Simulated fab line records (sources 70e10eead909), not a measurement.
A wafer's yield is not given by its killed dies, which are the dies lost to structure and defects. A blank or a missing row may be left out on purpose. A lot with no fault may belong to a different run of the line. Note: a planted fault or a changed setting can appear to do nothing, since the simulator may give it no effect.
Chamber matching	flow nandHarc	NHARC_THIN_TSV_DESCUM_14 on rieDiel-02 has 4 sister chambers
The step chemistry O2, time 3 s. 4 wafers are shown with their chamber, then 8 later ones without.

## WAFERS WITH THEIR CHAMBER
wafer	chamber	drypumpMotorCurrentA (A)
L401.1	3	6.2
L405.5	1	5.2
L405.6	2	6.1
L404.4	0	5.5

## WAFERS WITHOUT THEIR CHAMBER
wafer	drypumpMotorCurrentA (A)
L404.5	5.2
L404.6	6.0
L407.2	6.1
L407.5	6.2
L407.6	6.0
L408.2	6.0
L408.3	5.2
L408.5	6.1

## EACH ONE'S CHAMBER
wafer	from the rows above	in truth
L404.5	1	1
L404.6	can't be placed: 2 or 3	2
L407.2	can't be placed: 2 or 3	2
L407.5	can't be placed: 3 or 2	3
L407.6	can't be placed: 2 or 3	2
L408.2	can't be placed: 2 or 3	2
L408.3	1	1
L408.5	can't be placed: 2 or 3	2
Placed correctly: 2 of 8. Unplaceable from these rows: 6, with the true chamber sitting among the candidates in 6. Number placed wrongly: 0.
How it was worked out, from the rows above alone: a wafer's distance from a chamber is the root of the sum, over the readings, of the square of ((its reading less the chamber's mean) divided by the reading's scatter). The wafer belongs to the nearest chamber; if the next one is less than 2 further off, it can't be placed. Each chamber's mean is taken over the wafers shown for it. The scatter (one wafer shown for each chamber): square how far every hidden wafer sits from the nearest shown wafer, average those squares and take the square root.
